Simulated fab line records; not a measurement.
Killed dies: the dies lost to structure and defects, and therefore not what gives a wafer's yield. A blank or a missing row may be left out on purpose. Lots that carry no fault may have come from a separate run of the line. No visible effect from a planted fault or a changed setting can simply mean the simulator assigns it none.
fab line records	flow n5_finfet
[record] lots = 24	wafers = 72	last_day = 18
route steps=1938 shown BEOL_M15@1813 MIM_TOP_LITHO@1849
lots that met no fault: taken from a fault-free run of the same line
start_h: start of the lot's first displayed wafer, in hours after the record's first day	wait_h: time in hours since the lot's previous step	" unchanged from the row above	L1.1+2: a single row standing in for several wafers	- no value, or no start given	* or withheld: withheld	< > ~ a bound
route shown NAME@n: NAME is a module with steps in the file, n the number in the route of the first one	usual: mean and standard deviation over wafers with no fault	same: alike in all rows	chamber/n: place in a boat	sites: readings site by site	_std_site: standard deviation across them	_edge_site: inner sites' mean taken away from outer sites' mean	radius_mm: how far each site lies from the wafer's centre	mask NAME#n: copy n	behind: tool/chamber where the wafer was last shaped	hold: the reason the lot was held/the length of the hold in hours/how it ended	device: the transistor (n, p or np) that didn't switch	end of line: the tests these same wafers got at the end of their route	for a step that has no rows: nothing shown but its recipe	killed: not the wafer's yield, but the dies lost to structure and defects at the first sort	map: a wafer's dies, x killed, . not, _ none there
set.NAME: the setting as run; set.NAME@STEP: as run at that earlier step	model.NAME: the simulator's own value behind a step, which no gauge read
the route's steps for a sample of lots (tables are steps, rows are wafers)
services: the hour from which a tool's chamber was out of use, counted from the record's first day as start_h (under 0 if before that day), plus the number of hours and why
[[steps]]
[step N5_BEOL_M15_STRIP_37]
[recipe] chemistry = O2	power_w = 600	temp_c = 60	pressure_mtorr = 30	rf_frequency_hz = 6e+07	bias_power_w = 0	overash_fraction = 0.3	o2_flow_sccm = 225
[usual] drypump_motor_current_A = 5.7/0.41	o2_flow_sccm = 225.0/0.66	oes_product_au = 0.79/0.07	rf_vpp_V = 3.7/0.67	showerhead_plenum_p_Torr = 2.11/0.047	throttle_valve_pct = 16.66/0.21
lot.wafer	tool	chamber	start_h	wait_h	drypump_motor_current_A	o2_flow_sccm	oes_product_au	rf_hours_counter_h	rf_vpp_V	showerhead_plenum_p_Torr	throttle_valve_pct
L074.1	rie_diel-05	0	-	-	6.2	224.6	0.71	199	4.2	2.15	16.93
L074.3	"	1	"	"	5.6	225.5	0.73	182	4.3	2.11	16.78
L074.6	"	1	"	"	5.6	224.9	0.73	-	3.2	2.11	16.78
L075.1	rie_diel-02	1	-	-	4.9	224.4	0.91	23	3.8	2.12	16.29
L075.3	"	0	"	"	5.4	224.7	0.90	31	3.7	2.22	16.28
L075.4	"	3	"	"	5.2	225.4	0.69	199	2.7	2.17	16.93
L076.1	rie_diel-05	2	-	-	5.5	224.9	0.85	73	3.2	2.14	16.69
L076.3	"	0	"	"	6.2	225.9	0.71	204	3.7	2.15	16.94
L076.6	"	0	"	"	6.2	225.0	0.71	-	3.8	2.15	16.94
L079.1	rie_diel-04	1	-	-	5.4	224.8	0.88	42	3.6	2.03	16.41
L079.3	"	2	"	"	6.4	224.4	0.82	79	2.1	2.12	16.74
L079.4	"	3	"	"	5.7	224.6	0.84	68	3.4	2.10	16.65
L078.2	rie_diel-04	1	-	-	5.4	224.4	0.88	42	2.8	2.03	16.41
L078.4	"	0	"	"	5.9	225.6	0.75	168	3.6	2.12	16.72
L078.5	"	1	"	"	5.4	225.1	0.87	-	3.5	2.03	16.39
L077.1	rie_diel-04	3	-	-	5.7	224.4	0.82	70	5.2	2.10	16.65
L077.3	"	0	"	"	5.9	224.6	0.73	170	3.9	2.12	16.72
L077.6	"	1	"	"	5.3	224.5	0.88	-	4.1	2.03	16.39
L080.2	rie_diel-04	3	-	-	5.7	225.4	0.82	75	5.0	2.10	16.65
L080.4	"	0	"	"	5.9	224.4	0.74	174	3.8	2.11	16.73
L080.5	"	3	"	"	5.7	225.4	0.82	-	4.1	2.10	16.64
L083.1	rie_diel-04	1	-	-	5.4	224.5	0.87	48	2.4	2.03	16.40
L083.5	"	3	"	"	5.7	226.6	0.82	-	3.0	2.10	16.65
L083.6	"	2	"	"	6.4	224.6	0.81	-	4.2	2.12	16.75
L081.1	rie_diel-05	1	-	-	5.6	225.6	0.73	197	2.7	2.10	16.78
L081.4	"	0	"	"	6.2	225.5	0.70	215	4.1	2.15	16.99
L081.5	"	2	"	"	5.5	226.0	0.84	-	3.9	2.14	16.70
L082.1	rie_diel-05	1	-	-	5.6	224.8	0.71	198	4.1	2.10	16.79
L082.3	"	2	"	"	5.5	226.9	0.85	84	3.1	2.14	16.71
L082.5	"	1	"	"	5.6	224.0	0.73	-	3.9	2.10	16.81
L084.2	rie_diel-04	3	-	-	5.7	224.5	0.82	80	3.7	2.10	16.66
L084.3	"	2	"	"	6.4	225.2	0.81	90	4.2	2.12	16.77
L084.5	"	3	"	"	5.7	225.0	0.82	-	3.8	2.10	16.67
L085.3	rie_diel-02	1	-	-	4.9	223.9	0.89	39	2.7	2.12	16.31
L085.5	"	0	"	"	5.4	224.5	0.89	-	3.0	2.22	16.32
L085.6	"	1	"	"	4.9	225.5	0.89	-	4.3	2.12	16.32
L087.2	rie_diel-02	3	-	-	5.2	224.1	0.66	220	4.7	2.16	16.97
L087.3	"	1	"	"	4.9	225.0	0.87	43	4.0	2.12	16.33
L087.5	"	0	"	"	5.4	224.3	0.87	-	4.1	2.22	16.31
L086.1	rie_diel-05	0	-	-	6.2	225.0	0.70	224	3.4	2.14	16.96
L086.3	"	2	"	"	5.5	225.2	0.83	92	3.0	2.14	16.73
L086.4	"	1	"	"	5.6	223.8	0.72	206	3.4	2.10	16.82
L089.1	rie_diel-04	0	-	-	5.9	224.6	0.74	189	2.8	2.11	16.75
L089.5	"	2	"	"	6.4	225.1	0.81	-	4.2	2.12	16.78
L089.6	"	1	"	"	5.4	224.6	0.86	-	4.3	2.02	16.42
L088.1	rie_diel-05	3	-	-	5.6	224.2	0.84	70	2.8	2.05	16.60
L088.4	"	2	"	"	5.5	224.6	0.82	98	3.7	2.14	16.72
L088.5	"	0	"	"	6.2	225.4	0.69	-	4.4	2.14	16.99
L090.1	rie_diel-04	1	-	-	5.3	223.6	0.84	66	3.1	2.02	16.45
L090.3	"	2	"	"	6.4	224.2	0.80	105	4.1	2.12	16.78
L090.5	"	1	"	"	5.3	224.3	0.83	-	4.1	2.02	16.42
L091.3	rie_diel-05	1	-	-	5.6	225.1	0.70	212	4.2	2.10	16.80
L091.4	"	3	"	"	5.6	225.5	0.83	70	3.9	2.05	16.59
L091.6	"	2	"	"	5.4	226.4	0.83	-	3.7	2.14	16.73
L093.3	rie_diel-04	2	-	-	6.4	225.1	0.80	106	3.1	2.11	16.79
L093.4	"	0	"	"	5.9	225.2	0.73	193	5.1	2.11	16.76
L093.6	"	1	"	"	5.3	223.8	0.84	-	2.7	2.02	16.44
L092.3	rie_diel-02	1	-	-	4.9	224.4	0.86	56	3.2	2.11	16.38
L092.4	"	2	"	"	5.6	225.2	0.70	220	4.1	2.09	16.68
L092.6	"	0	"	"	5.3	225.5	0.85	-	5.6	2.21	16.36
L094.1	rie_diel-04	3	-	-	5.7	225.1	0.78	102	3.2	2.09	16.70
L094.5	"	3	"	"	5.7	225.1	0.79	-	4.3	2.09	16.68
L094.6	"	2	"	"	6.4	225.5	0.78	-	3.7	2.11	16.80
L095.2	rie_diel-02	1	-	-	4.9	223.6	0.87	61	2.8	2.11	16.38
L095.4	"	3	"	"	5.2	225.7	0.67	235	4.1	2.15	16.97
L095.6	"	1	"	"	4.9	225.1	0.87	-	2.7	2.11	16.38
L096.1	rie_diel-02	2	-	-	5.6	225.6	0.70	227	3.2	2.09	16.73
L096.5	"	2	"	"	5.6	225.6	0.69	-	3.0	2.09	16.70
L096.6	"	3	"	"	5.1	226.0	0.66	-	3.5	2.15	17.01
L097.1	rie_diel-05	0	-	-	6.2	223.9	0.68	243	2.5	2.14	17.02
L097.2	"	2	"	"	5.5	225.1	0.81	112	4.4	2.13	16.76
L097.3	"	3	"	"	5.6	225.4	0.82	83	3.5	2.05	16.63
[step N5_BEOL_M15_SPUTTER_44]
[recipe] material = Ta	target_thk_a = 150	temp_c = 50	bias_v = 80	power_w = 15000	chamber_pressure_pa = 0.07	time_s = 24.19
[usual] throttle_valve_pct = 30.3/1.2
lot.wafer	tool	chamber	start_h	wait_h	throttle_valve_pct
L074.1	pvd_sputter-03	-	271.40	0.0	32.3
L074.3	"	-	"	"	28.8
L074.6	"	-	"	"	31.9
L075.1	pvd_sputter-01	-	282.27	0.0	30.3
L075.3	"	-	"	"	28.5
L075.4	"	-	"	"	31.9
L076.1	pvd_sputter-03	-	283.10	0.0	28.7
L076.3	"	-	"	"	32.0
L076.6	"	-	"	"	31.5
L079.1	pvd_sputter-02	-	283.71	0.0	30.2
L079.3	"	-	"	"	30.6
L079.4	"	-	"	"	31.0
L078.2	pvd_sputter-02	-	285.95	0.0	30.4
L078.4	"	-	"	"	30.8
L078.5	"	-	"	"	30.1
L077.1	pvd_sputter-02	-	293.16	0.0	30.7
L077.3	"	-	"	"	30.0
L077.6	"	-	"	"	30.0
L080.2	pvd_sputter-02	-	308.10	0.0	30.0
L080.4	"	-	"	"	29.0
L080.5	"	-	"	"	30.7
L083.1	pvd_sputter-02	-	308.50	0.0	31.0
L083.5	"	-	"	"	29.0
L083.6	"	-	"	"	30.6
L081.1	pvd_sputter-01	-	315.29	0.0	28.4
L081.4	"	-	"	"	31.4
L081.5	"	-	"	"	31.6
L082.1	pvd_sputter-01	-	315.61	0.0	31.3
L082.3	"	-	"	"	30.2
L082.5	"	-	"	"	31.9
L084.2	pvd_sputter-02	-	319.18	0.0	31.1
L084.3	"	-	"	"	30.3
L084.5	"	-	"	"	30.1
L085.3	pvd_sputter-02	-	333.70	0.0	30.2
L085.5	"	-	"	"	30.0
L085.6	"	-	"	"	28.8
L087.2	pvd_sputter-01	-	348.79	0.0	31.3
L087.3	"	-	"	"	30.3
L087.5	"	-	"	"	31.9
L086.1	pvd_sputter-03	-	349.91	0.0	32.1
L086.3	"	-	"	"	31.6
L086.4	"	-	"	"	28.9
L089.1	pvd_sputter-03	-	354.44	0.0	28.6
L089.5	"	-	"	"	32.2
L089.6	"	-	"	"	31.3
L088.1	pvd_sputter-03	-	367.41	0.0	28.8
L088.4	"	-	"	"	31.5
L088.5	"	-	"	"	32.0
L090.1	pvd_sputter-03	-	367.85	0.0	32.1
L090.3	"	-	"	"	29.0
L090.5	"	-	"	"	28.5
L091.3	pvd_sputter-02	-	368.31	0.0	28.8
L091.4	"	-	"	"	30.8
L091.6	"	-	"	"	31.0
L093.3	pvd_sputter-01	-	371.57	0.0	32.3
L093.4	"	-	"	"	31.3
L093.6	"	-	"	"	31.3
L092.3	pvd_sputter-03	-	384.71	0.0	31.6
L092.4	"	-	"	"	28.9
L092.6	"	-	"	"	28.4
L094.1	pvd_sputter-02	-	397.14	0.0	29.2
L094.5	"	-	"	"	30.7
L094.6	"	-	"	"	29.2
L095.2	pvd_sputter-02	-	400.40	0.0	30.3
L095.4	"	-	"	"	30.9
L095.6	"	-	"	"	28.9
L096.1	pvd_sputter-02	-	405.76	0.0	31.0
L096.5	"	-	"	"	30.1
L096.6	"	-	"	"	30.8
L097.1	pvd_sputter-02	-	412.72	0.0	30.5
L097.2	"	-	"	"	29.9
L097.3	"	-	"	"	30.9
[step N5_BEOL_M15_SPUTTER_45]
[recipe] material = Cu	target_thk_a = 1000	temp_c = -20	bias_v = 60	power_w = 26000	chamber_pressure_pa = 0.13	time_s = 16.67
[usual] throttle_valve_pct = 30.3/1.2
lot.wafer	tool	chamber	start_h	wait_h	throttle_valve_pct
L074.1	pvd_sputter-03	-	271.48	0.0	32.2
L074.3	"	-	"	"	28.8
L074.6	"	-	"	"	32.1
L075.1	pvd_sputter-01	-	282.35	0.0	30.2
L075.3	"	-	"	"	28.5
L075.4	"	-	"	"	31.9
L076.1	pvd_sputter-03	-	283.18	0.0	28.7
L076.3	"	-	"	"	32.3
L076.6	"	-	"	"	31.4
L079.1	pvd_sputter-02	-	283.79	0.0	30.2
L079.3	"	-	"	"	30.8
L079.4	"	-	"	"	30.7
L078.2	pvd_sputter-02	-	286.03	0.0	30.2
L078.4	"	-	"	"	30.4
L078.5	"	-	"	"	30.1
L077.1	pvd_sputter-02	-	293.24	0.0	30.9
L077.3	"	-	"	"	30.1
L077.6	"	-	"	"	30.3
L080.2	pvd_sputter-02	-	308.18	0.0	30.1
L080.4	"	-	"	"	28.8
L080.5	"	-	"	"	31.0
L083.1	pvd_sputter-02	-	308.58	0.0	30.8
L083.5	"	-	"	"	29.1
L083.6	"	-	"	"	30.7
L081.1	pvd_sputter-01	-	315.37	0.0	28.2
L081.4	"	-	"	"	31.3
L081.5	"	-	"	"	31.4
L082.1	pvd_sputter-01	-	315.69	0.0	31.4
L082.3	"	-	"	"	30.1
L082.5	"	-	"	"	32.0
L084.2	pvd_sputter-02	-	319.26	0.0	31.1
L084.3	"	-	"	"	29.9
L084.5	"	-	"	"	30.0
L085.3	pvd_sputter-02	-	333.78	0.0	30.3
L085.5	"	-	"	"	30.2
L085.6	"	-	"	"	29.0
L087.2	pvd_sputter-01	-	348.87	0.0	31.6
L087.3	"	-	"	"	30.2
L087.5	"	-	"	"	31.9
L086.1	pvd_sputter-03	-	349.99	0.0	32.3
L086.3	"	-	"	"	31.2
L086.4	"	-	"	"	28.7
L089.1	pvd_sputter-03	-	354.52	0.0	28.5
L089.5	"	-	"	"	32.0
L089.6	"	-	"	"	31.6
L088.1	pvd_sputter-03	-	367.49	0.0	28.8
L088.4	"	-	"	"	31.6
L088.5	"	-	"	"	32.3
L090.1	pvd_sputter-03	-	367.93	0.0	32.1
L090.3	"	-	"	"	28.5
L090.5	"	-	"	"	28.4
L091.3	pvd_sputter-02	-	368.39	0.0	28.8
L091.4	"	-	"	"	30.8
L091.6	"	-	"	"	30.9
L093.3	pvd_sputter-01	-	371.65	0.0	31.8
L093.4	"	-	"	"	31.2
L093.6	"	-	"	"	31.4
L092.3	pvd_sputter-03	-	384.79	0.0	31.5
L092.4	"	-	"	"	28.9
L092.6	"	-	"	"	28.6
L094.1	pvd_sputter-02	-	397.22	0.0	28.7
L094.5	"	-	"	"	30.7
L094.6	"	-	"	"	29.1
L095.2	pvd_sputter-02	-	400.48	0.0	29.9
L095.4	"	-	"	"	31.0
L095.6	"	-	"	"	29.1
L096.1	pvd_sputter-02	-	405.85	0.0	30.6
L096.5	"	-	"	"	30.1
L096.6	"	-	"	"	30.9
L097.1	pvd_sputter-02	-	412.81	0.0	30.6
L097.2	"	-	"	"	29.8
L097.3	"	-	"	"	30.6
[step N5_BEOL_M15_DEP_53]
[recipe] material = SiCN	target_thk_a = 500	temp_c = withheld	precursor = 3MS/NH3	pressure_torr = 3	rf_w = 675	time_s = 17.8
[usual] showerhead_plenum_p_Torr = 4.156/0.012	throttle_valve_pct = 17.8/0.89
lot.wafer	tool	chamber	start_h	wait_h	showerhead_plenum_p_Torr	throttle_valve_pct
L074.1	pecvd-04	0	272.49	0.0	4.157	18.8
L074.3	"	2	"	"	4.152	16.8
L074.6	"	0	"	"	4.163	19.0
L075.1	pecvd-04	1	283.53	0.0	4.152	17.8
L075.3	"	2	"	"	4.147	16.5
L075.4	"	0	"	"	4.157	18.9
L076.1	pecvd-04	2	284.24	0.0	4.139	16.8
L076.3	"	0	"	"	4.157	19.1
L076.6	"	0	"	"	4.154	19.3
L079.1	pecvd-02	0	284.81	0.0	4.164	18.6
L079.3	"	2	"	"	4.157	17.5
L079.4	"	1	"	"	4.150	17.0
L078.2	pecvd-02	0	287.05	0.0	4.155	18.6
L078.4	"	2	"	"	4.160	17.6
L078.5	"	1	"	"	4.144	17.1
L077.1	pecvd-04	0	294.27	0.0	4.149	19.2
L077.3	"	0	"	"	4.155	18.9
L077.6	"	0	"	"	4.163	19.4
L080.2	pecvd-03	1	309.21	0.0	4.156	17.7
L080.4	"	1	"	"	4.149	17.7
L080.5	"	0	"	"	4.163	19.4
L083.1	pecvd-03	0	309.62	0.0	4.141	19.4
L083.5	"	0	"	"	4.149	19.3
L083.6	"	1	"	"	4.146	17.8
L081.1	pecvd-04	0	316.65	0.0	4.149	19.0
L081.4	"	1	"	"	4.151	17.8
L081.5	"	2	"	"	4.152	16.7
L082.1	pecvd-03	1	317.09	0.0	4.147	17.8
L082.3	"	2	"	"	4.179	17.1
L082.5	"	2	"	"	4.174	16.9
L084.2	pecvd-02	0	320.27	0.0	4.174	18.9
L084.3	"	2	"	"	4.167	17.9
L084.5	"	2	"	"	4.163	17.6
L085.3	pecvd-02	1	334.87	0.0	4.149	16.6
L085.5	"	1	"	"	4.161	16.8
L085.6	"	0	"	"	4.168	18.4
L087.2	pecvd-04	2	349.89	0.0	4.159	17.0
L087.3	"	2	"	"	4.140	16.6
L087.5	"	2	"	"	4.144	16.7
L086.1	pecvd-03	0	351.00	0.0	4.144	19.2
L086.3	"	2	"	"	4.178	16.9
L086.4	"	1	"	"	4.150	17.7
L089.1	pecvd-02	1	355.54	0.0	4.161	16.9
L089.5	"	1	"	"	4.151	16.9
L089.6	"	0	"	"	4.159	18.5
L088.1	pecvd-03	0	368.98	0.0	4.145	19.4
L088.4	"	1	"	"	4.145	17.8
L088.5	"	2	"	"	4.191	16.8
L090.1	pecvd-04	1	369.28	0.0	4.151	17.7
L090.3	"	2	"	"	4.152	16.8
L090.5	"	2	"	"	4.150	16.3
L091.3	pecvd-02	1	369.54	0.0	4.148	17.0
L091.4	"	1	"	"	4.153	16.7
L091.6	"	0	"	"	4.144	18.7
L093.3	pecvd-02	0	372.66	0.0	4.160	18.7
L093.4	"	2	"	"	4.169	17.9
L093.6	"	0	"	"	4.162	18.6
L092.3	pecvd-04	0	385.92	0.0	4.156	18.8
L092.4	"	2	"	"	4.152	16.7
L092.6	"	2	"	"	4.151	16.9
L094.1	pecvd-04	2	398.25	0.0	4.152	16.6
L094.5	"	0	"	"	4.158	19.0
L094.6	"	2	"	"	4.143	17.0
L095.2	pecvd-03	2	401.65	0.0	4.186	17.3
L095.4	"	1	"	"	4.142	17.9
L095.6	"	0	"	"	4.143	19.3
L096.1	pecvd-02	1	406.87	0.0	4.146	17.1
L096.5	"	2	"	"	4.172	18.1
L096.6	"	0	"	"	4.167	18.9
L097.1	pecvd-03	2	414.19	0.0	4.179	17.2
L097.2	"	0	"	"	4.150	19.2
L097.3	"	1	"	"	4.142	18.0
[step N5_BEOL_M15_INSPECT_55]
[recipe] inspect_instrument = darkfield	mode = post_dep
[usual] raw_defect_count = 78/27
lot.wafer	tool	chamber	start_h	wait_h	raw_defect_count
L074.1	defect_inspect-01	-	272.58	0.0	68
L074.3	"	-	"	"	68
L074.6	"	-	"	"	112
L075.1	defect_inspect-01	-	283.62	0.0	59
L075.3	"	-	"	"	48
L075.4	"	-	"	"	36
L076.1	defect_inspect-01	-	284.33	0.0	51
L076.3	"	-	"	"	65
L076.6	"	-	"	"	76
L079.1	defect_inspect-02	-	284.90	0.0	123
L079.3	"	-	"	"	126
L079.4	"	-	"	"	140
L078.2	defect_inspect-01	-	287.14	0.0	66
L078.4	"	-	"	"	72
L078.5	"	-	"	"	63
L077.1	defect_inspect-02	-	294.38	0.0	106
L077.3	"	-	"	"	113
L077.6	"	-	"	"	66
L080.2	defect_inspect-01	-	309.30	0.0	61
L080.4	"	-	"	"	85
L080.5	"	-	"	"	48
L083.1	defect_inspect-02	-	309.71	0.0	64
L083.5	"	-	"	"	47
L083.6	"	-	"	"	48
L081.1	defect_inspect-01	-	316.75	0.0	153
L081.4	"	-	"	"	95
L081.5	"	-	"	"	102
L082.1	defect_inspect-01	-	317.19	0.0	80
L082.3	"	-	"	"	97
L082.5	"	-	"	"	93
L084.2	defect_inspect-02	-	320.37	0.0	59
L084.3	"	-	"	"	96
L084.5	"	-	"	"	62
L085.3	defect_inspect-01	-	334.97	0.0	54
L085.5	"	-	"	"	49
L085.6	"	-	"	"	113
L087.2	defect_inspect-01	-	350.00	0.0	67
L087.3	"	-	"	"	75
L087.5	"	-	"	"	74
L086.1	defect_inspect-01	-	351.09	0.0	80
L086.3	"	-	"	"	59
L086.4	"	-	"	"	78
L089.1	defect_inspect-01	-	355.63	0.0	127
L089.5	"	-	"	"	140
L089.6	"	-	"	"	141
L088.1	defect_inspect-01	-	369.08	0.0	78
L088.4	"	-	"	"	72
L088.5	"	-	"	"	98
L090.1	defect_inspect-02	-	369.39	0.0	54
L090.3	"	-	"	"	58
L090.5	"	-	"	"	84
L091.3	defect_inspect-02	-	369.63	0.0	80
L091.4	"	-	"	"	77
L091.6	"	-	"	"	73
L093.3	defect_inspect-02	-	372.76	0.0	100
L093.4	"	-	"	"	59
L093.6	"	-	"	"	85
L092.3	defect_inspect-02	-	386.01	0.0	73
L092.4	"	-	"	"	80
L092.6	"	-	"	"	56
L094.1	defect_inspect-02	-	398.36	0.0	46
L094.5	"	-	"	"	69
L094.6	"	-	"	"	80
L095.2	defect_inspect-02	-	401.75	0.0	114
L095.4	"	-	"	"	99
L095.6	"	-	"	"	75
L096.1	defect_inspect-02	-	407.21	0.0	76
L096.5	"	-	"	"	81
L096.6	"	-	"	"	67
L097.1	defect_inspect-02	-	414.28	0.0	59
L097.2	"	-	"	"	46
L097.3	"	-	"	"	92
[step N5_MIM_TOP_LITHO_INSPECT_12]
[recipe] mode = adi	inspect_instrument = macro
[usual] raw_defect_count = 2.0/1.4
lot.wafer	tool	chamber	start_h	wait_h	raw_defect_count
L074.1	defect_inspect-02	-	277.47	0.0	3
L074.3	"	-	"	"	3
L074.6	"	-	"	"	2
L075.1	defect_inspect-02	-	292.30	0.0	3
L075.3	"	-	"	"	5
L075.4	"	-	"	"	1
L076.1	defect_inspect-02	-	292.54	0.0	2
L076.3	"	-	"	"	2
L076.6	"	-	"	"	2
L079.1	defect_inspect-01	-	293.18	0.0	4
L079.3	"	-	"	"	2
L079.4	"	-	"	"	2
L078.2	defect_inspect-02	-	294.01	0.0	3
L078.4	"	-	"	"	3
L078.5	"	-	"	"	4
L077.1	defect_inspect-01	-	297.59	0.0	3
L077.3	"	-	"	"	3
L077.6	"	-	"	"	0
L080.2	defect_inspect-01	-	312.36	0.0	4
L080.4	"	-	"	"	1
L080.5	"	-	"	"	2
L083.1	defect_inspect-02	-	313.00	0.0	3
L083.5	"	-	"	"	3
L083.6	"	-	"	"	1
L081.1	defect_inspect-02	-	319.71	0.0	4
L081.4	"	-	"	"	4
L081.5	"	-	"	"	2
L082.1	defect_inspect-02	-	320.06	0.0	3
L082.3	"	-	"	"	1
L082.5	"	-	"	"	1
L084.2	defect_inspect-01	-	325.26	0.0	2
L084.3	"	-	"	"	3
L084.5	"	-	"	"	3
L085.3	defect_inspect-02	-	338.84	0.0	1
L085.5	"	-	"	"	5
L085.6	"	-	"	"	2
L087.2	defect_inspect-02	-	354.57	0.0	0
L087.3	"	-	"	"	2
L087.5	"	-	"	"	2
L086.1	defect_inspect-01	-	355.17	0.0	2
L086.3	"	-	"	"	2
L086.4	"	-	"	"	0
L089.1	defect_inspect-02	-	359.09	0.0	1
L089.5	"	-	"	"	2
L089.6	"	-	"	"	3
L088.1	defect_inspect-02	-	374.42	0.0	1
L088.4	"	-	"	"	2
L088.5	"	-	"	"	1
L090.1	defect_inspect-02	-	375.04	0.0	3
L090.3	"	-	"	"	0
L090.5	"	-	"	"	1
L091.3	defect_inspect-01	-	375.46	0.0	2
L091.4	"	-	"	"	0
L091.6	"	-	"	"	3
L093.3	defect_inspect-02	-	375.92	0.0	3
L093.4	"	-	"	"	1
L093.6	"	-	"	"	2
L092.3	defect_inspect-01	-	389.08	0.0	2
L092.4	"	-	"	"	1
L092.6	"	-	"	"	2
L094.1	defect_inspect-01	-	401.53	0.0	1
L094.5	"	-	"	"	2
L094.6	"	-	"	"	5
L095.2	defect_inspect-02	-	407.04	0.0	6
L095.4	"	-	"	"	4
L095.6	"	-	"	"	6
L096.1	defect_inspect-01	-	413.02	0.0	3
L096.5	"	-	"	"	0
L096.6	"	-	"	"	3
L097.1	defect_inspect-01	-	419.37	0.0	0
L097.2	"	-	"	"	2
L097.3	"	-	"	"	1
[[services]]
tool	chamber	start_h	hours	kind
pecvd-03	1	260.12	40.9	repair
rie_diel-02	3	264.08	11.4	repair
rie_diel-02	-	271.71	2.8	pm
pecvd-03	-	276.82	6.0	pm
pecvd-04	2	289.93	9.3	repair
pecvd-02	-	292.26	5.5	pm
pecvd-03	-	298.20	0.8	repair
rie_diel-02	-	300.28	4.0	repair
rie_diel-02	0	322.58	9.6	repair
rie_diel-04	1	330.34	2.0	repair
pvd_sputter-03	-	332.92	11.1	repair
pecvd-04	0	337.05	16.5	scheduled_down
rie_diel-02	-	337.47	0.7	repair
pvd_sputter-02	-	346.78	6.9	repair
rie_diel-05	3	351.34	12.4	repair
pecvd-04	1	354.65	5.5	scheduled_down
pecvd-03	-	356.33	1.8	repair
pecvd-03	-	362.51	2.8	pm
pecvd-04	0	364.12	5.5	scheduled_down
pecvd-04	2	378.94	4.4	repair
pecvd-04	1	383.62	-	clean
pecvd-04	1	383.62	-	consumable_replace:showerhead
rie_diel-04	0	384.21	6.8	repair
pecvd-02	-	390.45	6.0	pm
[[key]]
fault none
